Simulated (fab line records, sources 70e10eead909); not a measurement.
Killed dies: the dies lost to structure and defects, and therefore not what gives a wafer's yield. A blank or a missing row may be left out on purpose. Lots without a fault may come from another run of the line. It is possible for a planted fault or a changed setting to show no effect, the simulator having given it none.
fab line records	flow nandHarc
record lots=13	wafers=39	lastDay=33
route steps=1302 shown HYBRID_BOND@1242 THIN_TSV@1266 END@1302
lots with no fault: from the same line, run without faults
startH: hours from the record's opening day to when the first of the lot's shown wafers began	waitH: hours from the lot's prior step to this one	" as in the row above	L1.1+2: one row covering several wafers at once	- no value, or no start given	* or withheld: withheld	< > ~ a bound
route shown NAME@n: a module of which the file shows steps, and the number in the route of the first	usual: mean/standard deviation taken from wafers without a fault	same: alike in all rows	chamber/n: place in a boat	sites: readings site by site	_std_site: how widely they spread, as a standard deviation	_edge_site: the outer-site mean with the inner-site mean subtracted	radiusMm: for every site, how far away it sits from the centre of the wafer	mask NAME#n: copy n	behind: the last tool/chamber to shape the wafer	hold: why the lot was held/for how many hours/how that ended	device: the transistor (n, p or np) that didn't switch	end of line: the same wafers' tests at the end of the route	a step without rows: its recipe alone	killed: the dies lost at the first sort to structure and to defects; this is not the yield of the wafer	map: a wafer's dies, x killed, . not, _ none there
set.NAME: setting as actually run; set.NAME@STEP: the setting as run at that earlier step	model.NAME: the simulator's own value behind a step, which no gauge read
route steps across a sampled set of lots; one table per step, one row per wafer
services: from which hour (startH, from the record's first day; less than 0 if before it) a tool's chamber was out of use, for how many hours, and why
## steps
# step NHARC_HYBRID_BOND_OVL_MEAS_05
# usual overlayXNm=3/35	overlayYNm=-4/34
lot.wafer	tool	chamber	startH	waitH	overlayXNm	overlayYNm
L982.2	overlay-01	-	570.73	0.4	26	-75
L982.3	"	-	"	"	54	-1
L982.4	"	-	"	"	41	-21
L985.1	overlay-02	-	612.49	0.4	54	-25
L985.5	"	-	"	"	45	18
L985.6	"	-	"	"	-30	27
L989.2	overlay-02	-	655.91	0.4	-26	3
L989.4	"	-	"	"	33	-6
L989.5	"	-	"	"	28	-60
L990.1	overlay-01	-	662.95	0.4	22	16
L990.5	"	-	"	"	-124	-65
L990.6	"	-	"	"	20	-21
L987.2	overlay-02	-	662.95	0.4	57	-58
L987.3	"	-	"	"	-23	2
L987.4	"	-	"	"	37	17
L993.2	overlay-02	-	696.49	0.4	11	15
L993.3	"	-	"	"	6	-38
L993.6	"	-	"	"	-7	-10
L994.1	overlay-02	-	704.31	0.4	9	21
L994.4	"	-	"	"	-33	11
L994.5	"	-	"	"	31	8
L995.2	overlay-01	-	704.31	0.4	-52	10
L995.3	"	-	"	"	-8	-26
L995.4	"	-	"	"	-39	-35
L998.1	overlay-02	-	736.00	0.4	-50	16
L998.4	"	-	"	"	48	-46
L998.5	"	-	"	"	-11	-26
L997.2	overlay-02	-	736.01	0.4	45	-20
L997.3	"	-	"	"	-13	-44
L997.6	"	-	"	"	-29	-17
L996.4	overlay-02	-	740.94	0.4	-17	13
L996.5	"	-	"	"	-10	9
L996.6	"	-	"	"	38	-27
L999.1	overlay-02	-	753.28	0.4	63	83
L999.3	"	-	"	"	-39	5
L999.4	"	-	"	"	-12	-37
L101.2	overlay-02	-	770.34	0.4	18	-36
L101.4	"	-	"	"	27	3
L101.5	"	-	"	"	-23	-1
# step NHARC_THIN_TSV_STRIP_46
# recipe timeS=1200	tempC=72.5	chemistry=postEtchResidueRemover
# usual bathGuardTempC=72.6/0.6	bathHeatDutyPct=14.4/1.6
lot.wafer	tool	chamber	startH	waitH	bathGuardTempC	bathHeatDutyPct
L982.3	wetBench-08	0	576.03	0.2	73.0	13.1
L982.2	"	2	"	"	73.0	14.7
L982.4	"	3	"	"	72.6	13.8
L985.5	wetBench-10	6	616.52	0.1	71.6	14.3
L985.1	"	0	"	"	73.3	12.5
L985.6	"	2	"	"	72.3	15.6
L989.5	wetBench-10	1	660.07	0.1	-	-
L989.4	"	3	"	"	-	-
L989.2	"	4	"	"	-	-
L987.3	wetBench-08	7	666.96	0.2	-	-
L987.2	"	0	"	"	-	-
L987.4	"	1	"	"	-	-
L990.1	wetBench-08	1	668.45	0.3	-	-
L990.6	"	2	"	"	-	-
L990.5	"	5	"	"	-	-
L993.2	wetBench-08	3	700.74	0.3	72.6	13.7
L993.3	"	4	"	"	72.3	13.1
L993.6	"	5	"	"	72.8	11.8
L994.5	wetBench-10	6	708.45	0.1	71.8	14.4
L994.4	"	7	"	"	71.5	15.3
L994.1	"	2	"	"	72.1	16.7
L995.2	wetBench-08	6	709.65	0.3	72.2	15.1
L995.3	"	0	"	"	72.7	12.3
L995.4	"	1	"	"	72.0	14.4
L998.4	wetBench-08	7	740.16	0.2	72.6	16.5
L998.5	"	0	"	"	72.8	13.2
L998.1	"	3	"	"	72.4	13.4
L997.6	wetBench-08	5	749.39	0.1	73.0	11.5
L997.2	"	7	"	"	72.9	15.9
L997.3	"	0	"	"	72.7	12.9
L996.5	wetBench-10	4	750.58	0.1	73.6	16.3
L996.6	"	5	"	"	72.8	16.0
L996.4	"	6	"	"	71.9	14.2
L999.4	wetBench-10	5	757.48	0.2	72.0	16.8
L999.3	"	6	"	"	71.8	14.6
L999.1	"	0	"	"	73.4	12.7
L101.4	wetBench-08	4	774.47	0.2	72.1	12.9
L101.2	"	5	"	"	72.6	12.7
L101.5	"	6	"	"	72.3	17.1
# step NHARC_THIN_TSV_ETCHBACK_48
# recipe targetDepthA=10285	overEtchFrac=0.3	timeS=405.17	ionEnergyEv=250	c4f8FlowSccm=withheld	arFlowSccm=withheld	rfW=600	biasW=300	chemistry=C4F8/Ar
# usual chamberPressureMTorr=25.000/0.024	oesProductAu=0.94/0.032	rfVppV=546/3.4
lot.wafer	tool	chamber	startH	waitH	chamberPressureMTorr	oesProductAu	rfHoursCounterH	rfVppV
L982.3	rieDiel-06	1	576.87	-	24.994	0.91	4	550
L982.2	"	3	"	"	25.004	0.92	4	548
L982.4	"	0	"	"	24.961	0.93	4	546
L985.1	rieDiel-05	1	617.40	-	25.008	0.93	1	542
L985.6	"	0	"	"	25.017	0.93	-	543
L985.5	"	1	"	"	24.995	0.93	-	542
L989.4	rieDiel-07	0	660.95	-	25.006	1.00	1	546
L989.2	"	1	"	"	24.965	0.99	1	551
L989.5	"	3	"	"	25.008	1.00	-	549
L987.4	rieDiel-07	1	667.80	-	24.980	0.98	1	552
L987.3	"	2	"	"	25.033	0.95	1	552
L987.2	"	0	"	"	24.990	0.98	1	546
L990.1	rieDiel-05	2	669.31	-	25.020	0.94	4	541
L990.6	"	2	"	"	24.978	0.92	-	542
L990.5	"	3	"	"	25.000	0.93	-	550
L993.2	rieDiel-06	2	701.58	-	24.998	0.98	2	545
L993.3	"	0	"	"	24.968	0.99	1	547
L993.6	"	3	"	"	25.020	0.98	-	550
L994.1	rieDiel-06	0	709.29	-	25.060	0.99	2	547
L994.4	"	3	"	"	25.001	0.99	2	549
L994.5	"	0	"	"	24.995	1.00	-	548
L995.4	rieDiel-05	3	710.54	-	24.979	0.92	7	550
L995.2	"	0	"	"	25.014	0.93	9	543
L995.3	"	1	"	"	24.999	0.92	8	543
L998.4	rieDiel-05	1	741.08	-	25.042	0.94	10	544
L998.1	"	2	"	"	24.973	0.93	10	542
L998.5	"	0	"	"	24.953	0.93	-	543
L997.2	rieDiel-06	0	750.26	-	25.004	0.94	4	546
L997.3	"	1	"	"	24.962	0.96	4	551
L997.6	"	3	"	"	25.028	0.94	-	552
L996.4	rieDiel-05	1	751.42	-	25.035	0.94	11	543
L996.6	"	1	"	"	25.000	0.93	-	542
L996.5	"	2	"	"	25.018	0.93	-	543
L999.3	rieDiel-07	0	758.32	-	24.979	0.93	7	546
L999.1	"	3	"	"	25.008	0.92	5	548
L999.4	"	2	"	"	25.042	0.92	-	552
L101.2	rieDiel-06	3	775.31	-	25.006	0.92	5	550
L101.4	"	3	"	"	24.935	0.91	-	550
L101.5	"	1	"	"	25.013	0.91	-	551
# step NHARC_THIN_TSV_PRE_CLEAN_50
# recipe timeS=30	tempC=280	gas=H2/He
# usual heaterPowerW=416/32
lot.wafer	tool	chamber	startH	waitH	heaterPowerW
L982.3	pvdSputter-02	-	-	-	395
L982.4	"	-	"	"	428
L982.2	"	-	"	"	478
L985.1	pvdSputter-01	-	-	-	442
L985.6	"	-	"	"	450
L985.5	"	-	"	"	417
L989.2	pvdSputter-02	-	-	-	433
L989.4	"	-	"	"	453
L989.5	"	-	"	"	441
L987.2	pvdSputter-02	-	-	-	443
L987.4	"	-	"	"	463
L987.3	"	-	"	"	431
L990.1	pvdSputter-03	-	-	-	397
L990.5	"	-	"	"	441
L990.6	"	-	"	"	389
L993.2	pvdSputter-01	-	-	-	349
L993.3	"	-	"	"	450
L993.6	"	-	"	"	396
L994.1	pvdSputter-02	-	-	-	450
L994.4	"	-	"	"	398
L994.5	"	-	"	"	466
L995.2	pvdSputter-01	-	-	-	447
L995.4	"	-	"	"	415
L995.3	"	-	"	"	388
L998.1	pvdSputter-02	-	-	-	428
L998.4	"	-	"	"	406
L998.5	"	-	"	"	430
L997.3	pvdSputter-03	-	-	-	450
L997.2	"	-	"	"	398
L997.6	"	-	"	"	437
L996.4	pvdSputter-01	-	-	-	416
L996.5	"	-	"	"	400
L996.6	"	-	"	"	362
L999.3	pvdSputter-03	-	-	-	405
L999.1	"	-	"	"	419
L999.4	"	-	"	"	453
L101.2	pvdSputter-01	-	-	-	411
L101.4	"	-	"	"	340
L101.5	"	-	"	"	416
# step NHARC_END_SORT_01
# recipe tempC=25
# usual defectLimitedYield=91/3	killedAtArray=55/20	killedAtOther=1.2/1.3	killedAtPeriphery=4.0/3	killedDies=60/21	killedOpen=3.2/1.9	killedShort=2.5/1.6
# same grossDies=677
lot.wafer	tool	chamber	startH	waitH	defectLimitedYield[%]	killedAtArray	killedAtOther	killedAtPeriphery	killedDies	killedOpen	killedShort
L982.2	prober-01	0	592.17	2.8	86	95	0	3	98	2	1
L982.3	prober-01	0	592.97	3.1	85	104	0	0	104	2	1
L982.4	prober-01	0	593.77	3.4	83	114	0	1	115	1	3
L985.1	prober-02	0	630.21	2.5	87	84	1	0	85	5	3
L985.5	prober-02	0	633.46	3.8	90	62	0	4	66	4	2
L985.6	prober-02	0	634.27	4.1	88	75	5	4	84	1	5
L989.2	prober-02	0	674.48	2.8	89	72	3	1	76	0	0
L989.4	prober-02	0	676.07	3.4	87	79	2	5	86	5	1
L989.5	prober-02	0	676.87	3.7	89	66	4	5	75	3	2
L990.1	prober-01	0	684.72	2.5	89	68	0	8	76	4	1
L990.5	prober-01	0	687.89	3.7	91	52	3	6	61	4	1
L990.6	prober-01	0	688.69	4.0	90	65	1	2	68	2	3
L987.2	prober-01	0	693.28	2.8	93	43	1	3	47	3	3
L987.3	prober-01	0	694.07	3.1	91	50	6	2	58	4	0
L987.4	prober-01	0	694.85	3.4	89	70	1	1	72	3	5
L993.2	prober-02	0	715.50	2.8	92	48	1	4	53	3	6
L993.3	prober-02	0	716.32	3.2	91	52	3	7	62	3	2
L993.6	prober-02	0	718.77	4.1	91	55	4	4	63	2	2
L994.1	prober-01	0	723.70	2.5	92	54	1	2	57	1	4
L994.4	prober-01	0	726.09	3.4	94	41	1	2	44	6	1
L994.5	prober-01	0	726.88	3.7	92	49	2	4	55	5	5
L995.2	prober-02	0	724.54	2.8	88	81	1	2	84	6	0
L995.3	prober-02	0	725.34	3.1	89	72	0	5	77	2	2
L995.4	prober-02	0	726.14	3.4	86	88	1	4	93	3	3
L998.1	prober-01	0	753.78	2.5	91	53	0	6	59	5	4
L998.4	prober-01	0	756.18	3.4	93	45	1	3	49	11	2
L998.5	prober-01	0	756.98	3.7	93	44	0	4	48	3	4
L997.2	prober-01	0	763.77	2.8	92	54	1	0	55	3	2
L997.3	prober-01	0	764.56	3.1	91	58	0	6	64	2	3
L997.6	prober-01	0	766.94	4.0	90	64	0	3	67	3	4
L996.4	prober-02	0	767.45	3.4	91	43	2	13	58	6	3
L996.5	prober-02	0	768.25	3.7	91	49	3	12	64	2	1
L996.6	prober-02	0	769.05	4.0	91	44	2	12	58	4	0
L999.1	prober-01	0	771.06	2.6	93	50	0	0	50	1	3
L999.3	prober-01	0	772.65	3.1	92	54	1	2	57	4	2
L999.4	prober-01	0	773.44	3.4	92	48	1	2	51	2	0
L101.2	prober-01	0	789.12	2.8	96	24	2	4	30	2	1
L101.4	prober-01	0	790.70	3.4	97	19	0	4	23	7	1
L101.5	prober-01	0	791.49	3.7	97	19	2	0	21	3	4
# killed by level:class
L982.2 A_SLIT:chamberFilmFlake=33 A_CHANNEL_HOLE_D1:chamberFilmFlake=26 A_CHANNEL_HOLE_D2:chamberFilmFlake=23 A_CONTACT:chamberFilmFlake=7 P_STI:chamberFilmFlake=3 A_STAIRCASE:chamberFilmFlake=2 A_DECK1_JOINT:geometricParticle:open=1 A_CHANNEL_HOLE_D2:geometricParticle:short=1
L982.3 A_CHANNEL_HOLE_D1:chamberFilmFlake=32 A_CHANNEL_HOLE_D2:chamberFilmFlake=29 A_SLIT:chamberFilmFlake=27 A_CONTACT:chamberFilmFlake=12 A_ONON_D1:geometricParticle:short=1 A_ONON_D2:geometricParticle:open=1 A_BLC:geometricParticle:open=1 A_CHANNEL_FILL_D2:chamberFilmFlake=1
L982.4 A_CHANNEL_HOLE_D1:chamberFilmFlake=33 A_CHANNEL_HOLE_D2:chamberFilmFlake=31 A_SLIT:chamberFilmFlake=29 A_CONTACT:chamberFilmFlake=10 A_ZERO_WELL:chamberFilmFlake=2 A_DECK1_JOINT:chamberFilmFlake=2 A_CHANNEL_FILL_D2:chamberFilmFlake=2 P_CONTACT:geometricParticle:short=1
L985.1 A_CHANNEL_HOLE_D2:chamberFilmFlake=35 A_SLIT:chamberFilmFlake=20 A_SGD_CUT:chamberFilmFlake=11 A_CHANNEL_HOLE_D1:chamberFilmFlake=5 A_CONTACT:chamberFilmFlake=4 A_SOURCE_PLATE:geometricParticle:open=1 A_ONON_D1:geometricParticle:open=1 A_CHANNEL_FILL_D2:geometricParticle:open=1
L985.5 A_SLIT:chamberFilmFlake=27 A_CHANNEL_HOLE_D2:chamberFilmFlake=23 A_SGD_CUT:chamberFilmFlake=6 P_M1:chamberFilmFlake=2 P_M0:geometricParticle:short=1 A_SOURCE_PLATE:geometricParticle:short=1 A_ONON_D2:geometricParticle:open=1 A_CHANNEL_FILL_D2:geometricParticle:open=1
L985.6 A_CHANNEL_HOLE_D2:chamberFilmFlake=31 A_SLIT:chamberFilmFlake=27 A_SGD_CUT:chamberFilmFlake=6 THIN_TSV:chamberFilmFlake=5 P_M1:chamberFilmFlake=4 A_ONON_D2:geometricParticle:short=2 A_CHANNEL_FILL_D2:geometricParticle:short=2 A_CHANNEL_HOLE_D1:chamberFilmFlake=2
L989.2 A_CHANNEL_HOLE_D1:chamberFilmFlake=38 A_CHANNEL_HOLE_D2:chamberFilmFlake=23 A_CHANNEL_FILL_D2:chamberFilmFlake=3 THIN_TSV:chamberFilmFlake=3 A_STAIRCASE:chamberFilmFlake=2 A_CONTACT:chamberFilmFlake=2 P_STI:chamberFilmFlake=1 A_CHANNEL_FILL_D1:chamberFilmFlake=1
L989.4 A_CHANNEL_HOLE_D1:chamberFilmFlake=36 A_CHANNEL_HOLE_D2:chamberFilmFlake=19 P_STI:chamberFilmFlake=5 A_CONTACT:chamberFilmFlake=5 A_SLIT:chamberFilmFlake=3 A_CHANNEL_FILL_D2:chamberFilmFlake=3 A_STAIRCASE:chamberFilmFlake=3 A_WL_FILL:chamberFilmFlake=3
L989.5 A_CHANNEL_HOLE_D1:chamberFilmFlake=29 A_CHANNEL_HOLE_D2:chamberFilmFlake=15 A_CHANNEL_FILL_D2:chamberFilmFlake=8 P_STI:chamberFilmFlake=4 A_CONTACT:chamberFilmFlake=4 THIN_TSV:chamberFilmFlake=4 A_STAIRCASE:chamberFilmFlake=3 A_CHANNEL_HOLE_D1:geometricParticle:short=1
L990.1 A_SLIT:chamberFilmFlake=34 A_CHANNEL_HOLE_D2:chamberFilmFlake=12 A_CONTACT:chamberFilmFlake=9 P_BONDPAD:chamberFilmFlake=5 A_CHANNEL_HOLE_D1:chamberFilmFlake=3 P_GATE:chamberFilmFlake=2 A_WL_FILL:chamberFilmFlake=2 A_ONON_D1:geometricParticle:short=1
L990.5 A_SLIT:chamberFilmFlake=17 A_CHANNEL_HOLE_D2:chamberFilmFlake=12 A_CHANNEL_HOLE_D1:chamberFilmFlake=8 A_CONTACT:chamberFilmFlake=7 A_STAIRCASE:chamberFilmFlake=3 P_GATE:chamberFilmFlake=2 P_BONDPAD:chamberFilmFlake=2 THIN_TSV:chamberFilmFlake=2
L990.6 A_SLIT:chamberFilmFlake=31 A_CHANNEL_HOLE_D2:chamberFilmFlake=15 A_CHANNEL_HOLE_D1:chamberFilmFlake=5 A_STAIRCASE:chamberFilmFlake=3 A_WL_FILL:chamberFilmFlake=3 A_CONTACT:chamberFilmFlake=3 A_ONON_D1:geometricParticle:short=1 A_DECK1_JOINT:geometricParticle:short=1
L987.2 A_SLIT:chamberFilmFlake=21 A_CHANNEL_HOLE_D1:chamberFilmFlake=6 A_CHANNEL_HOLE_D2:chamberFilmFlake=5 A_STAIRCASE:chamberFilmFlake=2 A_SLIT:unspecified=2 A_BONDPAD:chamberFilmFlake=2 P_CONTACT:geometricParticle:open=1 P_M0:geometricParticle:open=1
L987.3 A_SLIT:chamberFilmFlake=24 THIN_TSV:chamberFilmFlake=6 A_CHANNEL_HOLE_D1:chamberFilmFlake=5 A_STAIRCASE:chamberFilmFlake=5 A_CHANNEL_HOLE_D2:chamberFilmFlake=4 A_M0:geometricParticle:open=2 A_CHANNEL_FILL_D1:chamberFilmFlake=2 A_WL_FILL:chamberFilmFlake=2
L987.4 A_SLIT:chamberFilmFlake=28 A_CHANNEL_HOLE_D2:chamberFilmFlake=14 A_CHANNEL_HOLE_D1:chamberFilmFlake=11 A_STAIRCASE:chamberFilmFlake=5 A_DECK1_JOINT:geometricParticle:short=2 A_SLIT:unspecified=2 A_BONDPAD:chamberFilmFlake=2 P_BONDPAD:geometricParticle:open=1
L993.2 A_CHANNEL_HOLE_D1:chamberFilmFlake=28 A_STAIRCASE:chamberFilmFlake=4 A_SLIT:chamberFilmFlake=3 A_SGD_CUT:chamberFilmFlake=3 P_M1:geometricParticle:short=1 A_SOURCE_PLATE:geometricParticle:short=1 A_CHANNEL_FILL_D1:geometricParticle:open=1 A_DECK1_JOINT:geometricParticle:short=1
L993.3 A_CHANNEL_HOLE_D1:chamberFilmFlake=32 A_SLIT:chamberFilmFlake=7 A_STAIRCASE:chamberFilmFlake=6 THIN_TSV:chamberFilmFlake=3 P_CONTACT:geometricParticle:open=2 P_BONDPAD:chamberFilmFlake=2 A_CHANNEL_FILL_D2:chamberFilmFlake=2 A_CONTACT:chamberFilmFlake=2
L993.6 A_CHANNEL_HOLE_D1:chamberFilmFlake=35 A_SLIT:chamberFilmFlake=6 THIN_TSV:chamberFilmFlake=4 A_STAIRCASE:chamberFilmFlake=4 A_CHANNEL_FILL_D1:chamberFilmFlake=3 P_M0:chamberFilmFlake=2 A_CONTACT:chamberFilmFlake=2 P_M2:geometricParticle:short=1
L994.1 A_CHANNEL_HOLE_D2:chamberFilmFlake=18 A_CHANNEL_HOLE_D1:chamberFilmFlake=12 A_CONTACT:chamberFilmFlake=5 A_WL_FILL:chamberFilmFlake=4 A_STAIRCASE:chamberFilmFlake=3 A_SLIT:chamberFilmFlake=3 A_DECK1_JOINT:chamberFilmFlake=2 A_CHANNEL_HOLE_D1:geometricParticle:short=1
L995.2 A_SLIT:chamberFilmFlake=34 A_CHANNEL_HOLE_D1:chamberFilmFlake=27 A_CONTACT:chamberFilmFlake=5 A_WL_FILL:chamberFilmFlake=4 A_STAIRCASE:chamberFilmFlake=3 A_M1:geometricParticle:open=2 A_M0:chamberFilmFlake=2 A_DECK1_JOINT:geometricParticle:open=1
L995.3 A_CHANNEL_HOLE_D1:chamberFilmFlake=32 A_SLIT:chamberFilmFlake=25 A_STAIRCASE:chamberFilmFlake=5 A_CONTACT:chamberFilmFlake=3 A_CONTACT:geometricParticle:open=2 P_STI:chamberFilmFlake=2 P_GATE:chamberFilmFlake=2 A_WL_FILL:chamberFilmFlake=2
L994.4 A_CHANNEL_HOLE_D2:chamberFilmFlake=20 A_CHANNEL_HOLE_D1:chamberFilmFlake=5 A_ZERO_WELL:chamberFilmFlake=3 A_STAIRCASE:chamberFilmFlake=2 A_SLIT:chamberFilmFlake=2 A_WL_FILL:chamberFilmFlake=2 P_M1:geometricParticle:open=1 A_ONON_D1:geometricParticle:open=1
L995.4 A_CHANNEL_HOLE_D1:chamberFilmFlake=32 A_SLIT:chamberFilmFlake=31 A_CONTACT:chamberFilmFlake=6 A_STAIRCASE:chamberFilmFlake=5 A_CHANNEL_FILL_D2:chamberFilmFlake=4 P_GATE:chamberFilmFlake=2 P_CONTACT:chamberFilmFlake=2 A_CHANNEL_HOLE_D2:chamberFilmFlake=2
L994.5 A_CHANNEL_HOLE_D2:chamberFilmFlake=15 A_CHANNEL_HOLE_D1:chamberFilmFlake=6 A_STAIRCASE:chamberFilmFlake=6 A_SLIT:chamberFilmFlake=4 A_WL_FILL:chamberFilmFlake=3 A_CHANNEL_FILL_D1:geometricParticle:short=2 A_DECK1_JOINT:geometricParticle:open=2 P_GATE:chamberFilmFlake=2
L998.1 A_CHANNEL_HOLE_D2:chamberFilmFlake=26 A_CHANNEL_HOLE_D1:chamberFilmFlake=12 A_SLIT:chamberFilmFlake=4 P_CONTACT:chamberFilmFlake=3 A_ONON_D1:geometricParticle:open=2 A_CONTACT:chamberFilmFlake=2 P_GATE:geometricParticle:open=1 P_M1:geometricParticle:short=1
L998.4 A_CHANNEL_HOLE_D2:chamberFilmFlake=11 A_CHANNEL_HOLE_D1:chamberFilmFlake=10 A_SLIT:chamberFilmFlake=6 A_CHANNEL_FILL_D1:geometricParticle:open=3 A_CONTACT:chamberFilmFlake=3 A_ONON_D2:geometricParticle:open=2 A_WL_FILL:geometricParticle:open=2 P_M2:chamberFilmFlake=2
L998.5 A_CHANNEL_HOLE_D2:chamberFilmFlake=16 A_SLIT:chamberFilmFlake=9 A_CHANNEL_HOLE_D1:chamberFilmFlake=6 A_CONTACT:chamberFilmFlake=5 A_M0:geometricParticle:short=2 P_M2:chamberFilmFlake=2 A_ONON_D1:geometricParticle:short=1 A_CHANNEL_FILL_D1:geometricParticle:open=1
L997.2 A_SLIT:chamberFilmFlake=19 A_CHANNEL_HOLE_D1:chamberFilmFlake=14 A_CHANNEL_HOLE_D2:chamberFilmFlake=12 A_CONTACT:chamberFilmFlake=3 A_DECK1_JOINT:geometricParticle:open=1 A_SGD_CUT:geometricParticle:short=1 A_WL_FILL:geometricParticle:short=1 A_BLC:geometricParticle:open=1
L997.3 A_SLIT:chamberFilmFlake=20 A_CHANNEL_HOLE_D2:chamberFilmFlake=19 A_CHANNEL_HOLE_D1:chamberFilmFlake=8 A_CONTACT:chamberFilmFlake=6 A_STAIRCASE:chamberFilmFlake=2 P_GATE:geometricParticle:short=1 P_CONTACT:geometricParticle:open=1 P_CONTACT:geometricParticle:short=1
L997.6 A_CHANNEL_HOLE_D2:chamberFilmFlake=27 A_SLIT:chamberFilmFlake=21 A_STAIRCASE:chamberFilmFlake=4 A_ONON_D2:geometricParticle:short=3 A_CHANNEL_HOLE_D1:chamberFilmFlake=3 A_ONON_D2:geometricParticle:open=2 P_M0:geometricParticle:short=1 A_CHANNEL_HOLE_D1:geometricParticle:open=1
L996.4 A_SLIT:chamberFilmFlake=18 P_M2:chamberFilmFlake=6 A_DECK1_JOINT:chamberFilmFlake=4 A_STAIRCASE:chamberFilmFlake=4 A_CONTACT:chamberFilmFlake=4 P_ZERO_WELL:chamberFilmFlake=3 P_GATE:chamberFilmFlake=3 A_CHANNEL_HOLE_D1:chamberFilmFlake=3
L996.5 A_SLIT:chamberFilmFlake=29 A_CHANNEL_HOLE_D1:chamberFilmFlake=11 P_M2:chamberFilmFlake=5 A_STAIRCASE:chamberFilmFlake=4 P_ZERO_WELL:chamberFilmFlake=3 P_GATE:chamberFilmFlake=3 HYBRID_BOND:chamberFilmFlake=3 A_WL_FILL:chamberFilmFlake=2
L996.6 A_SLIT:chamberFilmFlake=19 A_CHANNEL_HOLE_D1:chamberFilmFlake=7 A_WL_FILL:chamberFilmFlake=6 P_M2:chamberFilmFlake=5 A_DECK1_JOINT:chamberFilmFlake=4 A_CHANNEL_FILL_D1:geometricParticle:open=2 P_STI:chamberFilmFlake=2 P_GATE:chamberFilmFlake=2
L999.1 A_CHANNEL_HOLE_D2:chamberFilmFlake=24 A_CONTACT:chamberFilmFlake=12 A_SLIT:chamberFilmFlake=5 A_CHANNEL_HOLE_D1:unspecified=4 A_CHANNEL_FILL_D1:geometricParticle:short=2 A_ONON_D1:geometricParticle:open=1 A_CHANNEL_FILL_D2:geometricParticle:short=1 A_ZERO_WELL:chamberFilmFlake=1
L999.3 A_CHANNEL_HOLE_D2:chamberFilmFlake=30 A_SLIT:chamberFilmFlake=9 A_CONTACT:chamberFilmFlake=6 A_CHANNEL_HOLE_D1:unspecified=3 P_CONTACT:geometricParticle:open=2 A_SOURCE_PLATE:geometricParticle:short=1 A_ONON_D2:geometricParticle:short=1 A_CHANNEL_HOLE_D2:geometricParticle:open=1
L999.4 A_CHANNEL_HOLE_D2:chamberFilmFlake=19 A_SLIT:chamberFilmFlake=12 A_CONTACT:chamberFilmFlake=12 P_M1:chamberFilmFlake=2 A_ONON_D1:geometricParticle:open=1 A_WL_FILL:geometricParticle:open=1 A_CHANNEL_HOLE_D1:unspecified=1 A_CHANNEL_HOLE_D1:chamberFilmFlake=1
L101.2 A_SLIT:chamberFilmFlake=13 P_M0:chamberFilmFlake=3 A_CHANNEL_HOLE_D2:chamberFilmFlake=3 A_M1:chamberFilmFlake=3 THIN_TSV:chamberFilmFlake=2 P_M0:geometricParticle:open=1 A_DECK1_JOINT:geometricParticle:short=1 A_M0:geometricParticle:open=1
L101.4 A_SLIT:chamberFilmFlake=7 A_M1:chamberFilmFlake=4 P_M0:geometricParticle:open=2 A_CONTACT:chamberFilmFlake=2 P_GATE:geometricParticle:open=1 P_CONTACT:geometricParticle:open=1 A_ONON_D1:geometricParticle:short=1 A_ONON_D1:geometricParticle:open=1
L101.5 A_SLIT:chamberFilmFlake=9 THIN_TSV:chamberFilmFlake=2 A_ONON_D1:geometricParticle:short=1 A_DECK1_JOINT:geometricParticle:open=1 A_DECK1_JOINT:geometricParticle:short=1 A_ONON_D2:geometricParticle:open=1 A_ONON_D2:geometricParticle:short=1 A_WL_FILL:geometricParticle:short=1
## services
tool	chamber	startH	hours	kind
pvdSputter-01	-	554.22	0.9	repair
rieDiel-06	1	571.26	2.4	repair
rieDiel-05	0	571.64	6.3	repair
rieDiel-07	-	575.47	1.3	repair
pvdSputter-03	-	576.19	3.6	repair
pvdSputter-01	-	582.05	10.0	pm
rieDiel-05	-	583.60	9.0	pm
rieDiel-05	-	602.54	0.4	repair
rieDiel-06	3	615.60	3.8	repair
pvdSputter-01	-	625.34	4.8	repair
rieDiel-06	2	636.67	9.8	repair
pvdSputter-02	-	638.00	10.0	pm
rieDiel-05	1	638.40	4.0	repair
wetBench-08	-	646.42	8.0	pm
pvdSputter-01	-	660.35	4.0	repair
rieDiel-06	-	661.20	9.0	pm
wetBench-10	-	663.20	8.0	pm
rieDiel-06	0	673.47	3.9	repair
rieDiel-05	3	681.41	13.1	repair
wetBench-10	-	733.22	11.1	repair
pvdSputter-02	-	746.58	6.9	repair
pvdSputter-01	-	760.05	10.0	pm
rieDiel-05	-	760.60	9.0	pm
rieDiel-06	2	766.93	9.6	repair
## key
firstSign step=NHARC_THIN_TSV_STRIP_46	reading=toolRecord	direction=missing
effect none on later readings
metAt NHARC_THIN_TSV_STRIP_46
struckLots L987,L989,L990
notActingAt NHARC_HYBRID_BOND_OVL_MEAS_05,NHARC_THIN_TSV_ETCHBACK_48,NHARC_THIN_TSV_PRE_CLEAN_50
onsetBetween 616.52 660.07
fault kind=skippedStepWhole	tool=wetBench-08,wetBench-10	chamber=-	onsetH=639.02	steps=NHARC_THIN_TSV_STRIP_46	scope=struckLotsOnly
